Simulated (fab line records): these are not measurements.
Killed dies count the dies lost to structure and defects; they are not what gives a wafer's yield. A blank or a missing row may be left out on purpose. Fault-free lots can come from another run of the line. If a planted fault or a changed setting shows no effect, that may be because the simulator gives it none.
fab line records ; flow n5Finfet
[record] lots = 10; wafers = 30; lastDay = 22
route steps=1938 shown BEOL_M8@1336
lots that met no fault: taken from a fault-free run of the same line
startH: the number of hours between the record's first day and the start of the first shown wafer of the lot ; waitH: how many hours have passed since the lot's step before this one ; " identical to the entry in the row above ; L1.1+2: a row that stands for several wafers ; - value missing, or start not given ; * or withheld: withheld ; < > ~ a bound
route shown NAME@n: NAME is a module with steps in the file, n the number in the route of the first one ; usual: the fault-free wafers' mean and standard deviation ; same: alike in all rows ; chamber/n: place in a boat ; sites: readings site by site ; _std_site: their standard deviation ; _edge_site: inner sites' mean taken away from outer sites' mean ; radiusMm: how far each site lies from the wafer's centre ; mask NAME#n: copy n ; behind: the most recent tool/chamber to have shaped the wafer ; hold: cause of the lot's hold/its duration in hours/its outcome ; device: the n, p or np transistor that did not switch ; end of line: at the end of the route, the tests of the same wafers ; a step given without rows: its recipe and nothing more ; killed: dies that structure and defects cost at the first sort, which is not the same as the wafer's yield ; map: the dies of a wafer, with x for killed, . for not killed, _ for no die there
set.NAME: setting as actually run; set.NAME@STEP: the setting as run at that earlier step ; model.NAME: the simulator's own value behind a step, which no gauge read
steps of the route over a sample of lots; a table a step, a row a wafer
services: a tool's chamber out of use, with start hour (startH, from the record's first day; less than 0 if before it), hours out, and reason
[[steps]]
[step N5_BEOL_M8_HM_DEP_02]
[recipe] material = TiN; targetThkA = 200; tempC = 25; chamberPressurePa = 0.49996
[usual] throttleValvePct = 29.4/1
lot.wafer;tool;chamber;startH;waitH;throttleValvePct
L314.4;pvdSputter-01;-;277.26;0.4;28.6
L314.5;pvdSputter-01;-;277.26;0.4;30.2
L314.6;pvdSputter-01;-;277.26;0.4;28.3
L316.3;pvdSputter-01;-;291.54;1.6;31.4
L316.4;pvdSputter-01;-;291.54;1.6;29.9
L316.5;pvdSputter-01;-;291.54;1.6;28.5
L317.1;pvdSputter-01;-;326.40;0.7;29.5
L317.2;pvdSputter-01;-;326.40;0.7;31.4
L317.4;pvdSputter-01;-;326.40;0.7;29.8
L321.1;pvdSputter-02;-;357.42;0.6;30.1
L321.2;pvdSputter-02;-;357.42;0.6;28.8
L321.6;pvdSputter-02;-;357.42;0.6;28.6
L331.4;pvdSputter-02;-;404.80;3.6;30.2
L331.5;pvdSputter-02;-;404.80;3.6;31.0
L331.6;pvdSputter-02;-;404.80;3.6;30.2
L333.3;pvdSputter-03;-;405.23;3.3;28.7
L333.4;pvdSputter-03;-;405.23;3.3;28.9
L333.5;pvdSputter-03;-;405.23;3.3;28.0
L327.1;pvdSputter-01;-;409.12;1.1;31.2
L327.2;pvdSputter-01;-;409.12;1.1;29.9
L327.3;pvdSputter-01;-;409.12;1.1;29.2
L328.1;pvdSputter-02;-;421.63;0.6;30.9
L328.2;pvdSputter-02;-;421.63;0.6;28.7
L328.5;pvdSputter-02;-;421.63;0.6;28.8
L318.1;pvdSputter-01;-;436.78;2.6;28.6
L318.3;pvdSputter-01;-;436.78;2.6;30.2
L318.6;pvdSputter-01;-;436.78;2.6;28.2
L332.3;pvdSputter-01;-;436.88;2.3;31.5
L332.4;pvdSputter-01;-;436.88;2.3;30.1
L332.6;pvdSputter-01;-;436.88;2.3;29.6
[step N5_BEOL_M8_INSPECT_13]
[recipe] mode = adi; inspectInstrument = brightfield
[usual] rawDefectCount = 381/91
lot.wafer;tool;chamber;startH;waitH;rawDefectCount
L314.4;defectInspect-02;-;277.69;0.0;378
L314.5;defectInspect-02;-;277.69;0.0;402
L314.6;defectInspect-02;-;277.69;0.0;329
L316.3;defectInspect-02;-;292.10;0.0;400
L316.4;defectInspect-02;-;292.10;0.0;359
L316.5;defectInspect-02;-;292.10;0.0;257
L317.1;defectInspect-02;-;326.96;0.0;339
L317.2;defectInspect-02;-;326.96;0.0;408
L317.4;defectInspect-02;-;326.96;0.0;439
L321.1;defectInspect-02;-;357.84;0.0;386
L321.2;defectInspect-02;-;357.84;0.0;384
L321.6;defectInspect-02;-;357.84;0.0;268
L331.4;defectInspect-02;-;405.23;0.0;314
L331.5;defectInspect-02;-;405.23;0.0;308
L331.6;defectInspect-02;-;405.23;0.0;317
L333.3;defectInspect-02;-;405.78;0.0;286
L333.4;defectInspect-02;-;405.78;0.0;283
L333.5;defectInspect-02;-;405.78;0.0;311
L327.1;defectInspect-01;-;409.67;0.0;411
L327.2;defectInspect-01;-;409.67;0.0;377
L327.3;defectInspect-01;-;409.67;0.0;358
L328.1;defectInspect-02;-;422.06;0.0;363
L328.2;defectInspect-02;-;422.06;0.0;583
L328.5;defectInspect-02;-;422.06;0.0;404
L318.1;defectInspect-02;-;437.21;0.0;301
L318.3;defectInspect-02;-;437.21;0.0;341
L318.6;defectInspect-02;-;437.21;0.0;378
L332.3;defectInspect-01;-;437.45;0.0;300
L332.4;defectInspect-01;-;437.45;0.0;374
L332.6;defectInspect-01;-;437.45;0.0;332
[step N5_BEOL_M8_ETCH_62]
[recipe] chemistry = N2/H2; target = SOC; targetDepthA = 1100; overetchA = 220; maskMaterial = SiARC; tempC = 40; timeS = 165; ionEnergyEv = 200; pressureMtorr = 30; sourceW = 840; biasW = 150; n2FlowSccm = 200; h2FlowSccm = 200
[usual] drypumpMotorCurrentA = 5.6/0.43; oesProductAu = 0.70/0.071; rfVppV = 524.8/2.7; showerheadPlenumPTorr = 2.58/0.096; throttleValvePct = 17.85/0.2
lot.wafer;tool;chamber;startH;waitH;drypumpMotorCurrentA;oesProductAu;rfHoursCounterH;rfVppV;showerheadPlenumPTorr;throttleValvePct
L314.4;rieDiel-04;0;277.81;0.0;6.1;0.75;36;528.9;2.71;17.72
L314.5;rieDiel-04;3;277.81;0.0;5.1;0.80;-;526.0;2.59;17.75
L314.6;rieDiel-04;2;277.81;0.0;5.2;0.58;-;521.8;2.49;17.90
L316.3;rieDiel-04;1;292.23;0.0;5.6;0.72;80;522.1;2.47;18.01
L316.4;rieDiel-04;2;292.23;0.0;5.2;0.57;250;522.2;2.49;17.89
L316.5;rieDiel-04;0;292.23;0.0;6.1;0.75;-;528.9;2.71;17.73
L317.1;rieDiel-05;3;327.08;0.0;6.6;0.58;235;525.1;2.61;18.01
L317.2;rieDiel-05;2;327.08;0.0;5.8;0.79;11;524.5;2.60;17.76
L317.4;rieDiel-05;1;327.08;0.0;5.4;0.73;46;526.9;2.71;17.78
L321.1;rieDiel-04;3;357.97;0.0;5.1;0.76;39;526.1;2.58;17.79
L321.2;rieDiel-04;0;357.97;0.0;6.1;0.72;60;528.6;2.70;17.75
L321.6;rieDiel-04;3;357.97;0.0;5.1;0.76;-;527.3;2.58;17.79
L331.4;rieDiel-04;1;405.42;0.1;5.6;0.68;-;520.8;2.45;18.08
L331.5;rieDiel-04;3;405.42;0.1;5.1;0.74;-;525.0;2.58;17.82
L331.6;rieDiel-04;2;405.42;0.1;5.2;0.76;-;521.8;2.48;17.47
L333.3;rieDiel-02;0;406.03;0.0;5.6;0.83;4;528.9;2.72;17.41
L333.4;rieDiel-02;1;406.03;0.0;5.8;0.59;239;525.3;2.61;17.94
L333.5;rieDiel-02;3;406.03;0.0;5.6;0.61;-;520.5;2.41;18.12
L327.1;rieDiel-04;3;410.01;0.0;5.1;0.75;53;525.8;2.58;17.81
L327.2;rieDiel-04;1;410.01;0.0;5.6;0.68;117;521.7;2.45;18.08
L327.3;rieDiel-04;2;410.01;0.0;5.2;0.76;30;522.3;2.48;17.47
L328.1;rieDiel-04;1;422.18;0.0;5.6;0.67;122;522.0;2.45;18.07
L328.2;rieDiel-04;2;422.18;0.0;5.2;0.74;35;522.8;2.48;17.50
L328.5;rieDiel-04;2;422.18;0.0;5.2;0.75;-;522.4;2.48;17.49
L318.1;rieDiel-04;1;437.34;0.0;5.6;0.67;127;522.2;2.45;18.10
L318.3;rieDiel-04;2;437.34;0.0;5.1;0.74;40;521.7;2.47;17.50
L318.6;rieDiel-04;3;437.34;0.0;5.1;0.73;-;524.9;2.57;17.84
L332.3;rieDiel-05;2;437.93;0.0;5.7;0.74;44;526.6;2.58;17.79
L332.4;rieDiel-05;3;437.93;0.0;6.6;0.80;4;526.8;2.60;17.60
L332.6;rieDiel-05;1;437.93;0.0;5.4;0.70;-;526.8;2.70;17.83
[step N5_BEOL_M8_HM_OPEN_17]
[recipe] chemistry = Cl2/BCl3; targetDepthA = 200; overetchA = 60; target = TiN; maskMaterial = SOC; ionEnergyEv = 150; pressureMtorr = 10; icpW = 1000; biasW = 126; Cl2_flow_sccm = 53.25; bcl3FlowSccm = 21.75; Ar_flow_sccm = 25
[usual] drypumpMotorCurrentA = 5.63/0.3; oesProductAu = 0.67/0.093; throttleValvePct = 22.12/0.14
lot.wafer;tool;chamber;startH;waitH;drypumpMotorCurrentA;oesProductAu;rfHoursCounterH;throttleValvePct
L314.4;rieMetal-02;0;278.05;0.1;6.25;0.65;-;22.20
L314.5;rieMetal-02;0;278.05;0.1;6.22;0.64;-;22.20
L314.6;rieMetal-02;1;278.05;0.1;5.69;0.79;-;22.05
L316.3;rieMetal-01;1;292.44;0.1;5.87;0.35;-;22.77
L316.4;rieMetal-01;0;292.44;0.1;5.56;0.35;-;22.50
L316.5;rieMetal-01;1;292.44;0.1;5.88;0.35;-;22.78
L317.1;rieMetal-03;0;327.27;0.0;5.32;0.35;94;22.55
L317.2;rieMetal-03;1;327.27;0.0;5.44;0.41;48;22.63
L317.4;rieMetal-03;0;327.27;0.0;5.30;0.35;-;22.54
L321.1;rieMetal-01;0;358.15;0.0;5.55;0.81;2;21.81
L321.2;rieMetal-01;0;358.15;0.0;5.57;0.82;-;21.78
L321.6;rieMetal-01;0;358.15;0.0;5.54;0.81;-;21.79
L331.4;rieMetal-02;1;405.67;0.1;5.66;0.75;-;22.06
L331.5;rieMetal-02;1;405.67;0.1;5.66;0.76;-;22.05
L331.6;rieMetal-02;0;405.67;0.1;6.21;0.63;-;22.20
L333.3;rieMetal-03;1;406.31;0.1;5.47;0.66;-;22.22
L333.4;rieMetal-03;1;406.31;0.1;5.46;0.66;-;22.23
L333.5;rieMetal-03;1;406.31;0.1;5.45;0.66;-;22.22
L327.1;rieMetal-03;1;410.21;0.0;5.46;0.65;54;22.23
L327.2;rieMetal-03;1;410.21;0.0;5.44;0.65;-;22.22
L327.3;rieMetal-03;1;410.21;0.0;5.45;0.65;-;22.24
L328.1;rieMetal-02;1;422.37;0.0;5.67;0.76;13;22.05
L328.2;rieMetal-02;0;422.37;0.0;6.23;0.64;58;22.20
L328.5;rieMetal-02;0;422.37;0.0;6.22;0.63;-;22.20
L318.1;rieMetal-03;1;437.52;0.0;5.45;0.64;57;22.24
L318.3;rieMetal-03;0;437.52;0.0;5.31;0.81;-;21.93
L318.6;rieMetal-03;1;437.52;0.0;5.45;0.65;-;22.25
L332.3;rieMetal-02;1;438.15;0.1;5.67;0.75;-;22.08
L332.4;rieMetal-02;0;438.15;0.1;6.29;0.63;-;22.21
L332.6;rieMetal-02;1;438.15;0.1;5.66;0.74;-;22.08
[step N5_BEOL_M8_CD_MEAS_28]
[recipe] targetCdNm = 40; landingEnergyEv = 500; detector = seInlens
[usual] cdNm = 40.06/0.25
lot.wafer;tool;chamber;startH;waitH;cdNm
L314.4;cdSem-02;0;280.27;-;40.19
L314.5;cdSem-02;0;280.27;-;40.07
L314.6;cdSem-02;0;280.27;-;39.70
L316.3;cdSem-02;0;295.06;-;40.27
L316.4;cdSem-02;0;295.06;-;40.17
L316.5;cdSem-02;0;295.06;-;40.08
L317.1;cdSem-02;0;330.20;-;40.27
L317.2;cdSem-02;0;330.20;-;39.70
L317.4;cdSem-02;0;330.20;-;39.95
L321.1;cdSem-03;0;360.30;-;39.87
L321.2;cdSem-03;0;360.30;-;40.31
L321.6;cdSem-03;0;360.30;-;40.11
L331.4;cdSem-02;0;408.12;-;40.30
L331.5;cdSem-02;0;408.12;-;40.33
L331.6;cdSem-02;0;408.12;-;39.80
L333.3;cdSem-01;0;408.17;-;40.09
L333.4;cdSem-01;0;408.17;-;40.41
L333.5;cdSem-01;0;408.17;-;39.97
L327.1;cdSem-03;0;414.28;-;40.02
L327.2;cdSem-03;0;414.28;-;40.11
L327.3;cdSem-03;0;414.28;-;39.93
L328.1;cdSem-01;0;423.89;-;40.27
L328.2;cdSem-01;0;423.89;-;40.18
L328.5;cdSem-01;0;423.89;-;40.08
L318.1;cdSem-02;0;439.50;-;40.14
L318.3;cdSem-02;0;439.50;-;39.99
L318.6;cdSem-02;0;439.50;-;39.76
L332.3;cdSem-03;0;440.41;-;39.92
L332.4;cdSem-03;0;440.41;-;39.73
L332.6;cdSem-03;0;440.41;-;40.19
[[services]]
tool;chamber;startH;hours;kind
rieMetal-02;-;259.57;1.4;pm
rieDiel-05;2;261.55;-;clean
rieDiel-05;2;261.55;-;consumableReplace:focusRing
pvdSputter-03;-;273.75;1.9;repair
rieMetal-02;1;291.93;7.4;repair
rieDiel-04;2;292.39;-;clean
rieDiel-04;2;292.39;-;consumableReplace:focusRing
rieDiel-04;2;292.39;17.3;scheduledDown
rieDiel-04;2;292.39;17.3;ventCycle
rieMetal-01;-;300.39;1.4;pm
rieMetal-01;0;309.34;-;clean
rieMetal-01;0;309.34;17.0;scheduledDown
rieDiel-05;1;333.99;5.9;repair
rieDiel-02;3;335.79;4.6;repair
pvdSputter-03;-;368.86;6.0;repair
rieDiel-04;3;382.33;7.4;repair
rieDiel-04;0;393.93;4.7;repair
rieDiel-04;0;401.55;15.5;repair
rieMetal-03;0;404.07;-;clean
rieMetal-03;0;404.07;20.3;scheduledDown
rieMetal-03;0;404.07;20.3;ventCycle
rieMetal-01;-;405.32;0.6;repair
rieDiel-02;0;421.32;2.2;repair
pvdSputter-01;-;437.04;27.5;repair
[[key]]
[firstSign] step = N5_BEOL_M8_HM_OPEN_17; reading = oesProductAu; direction = down; sigmas = 3.3; usual = 0.67; struck = 0.36
effect none on later readings
metAt N5_BEOL_M8_HM_DEP_02
struckLots L316,L317
notActingAt N5_BEOL_M8_INSPECT_13,N5_BEOL_M8_ETCH_62,N5_BEOL_M8_CD_MEAS_28
onsetBetween 277.26 291.54
[fault] kind = processParameterDrift; tool = pvdSputter-01; chamber = -; onsetH = 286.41; steps = N5_BEOL_M8_HM_DEP_02; channel = targetThkA; offset = *; shape = step; endH = 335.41; actsIn = *; stated = *
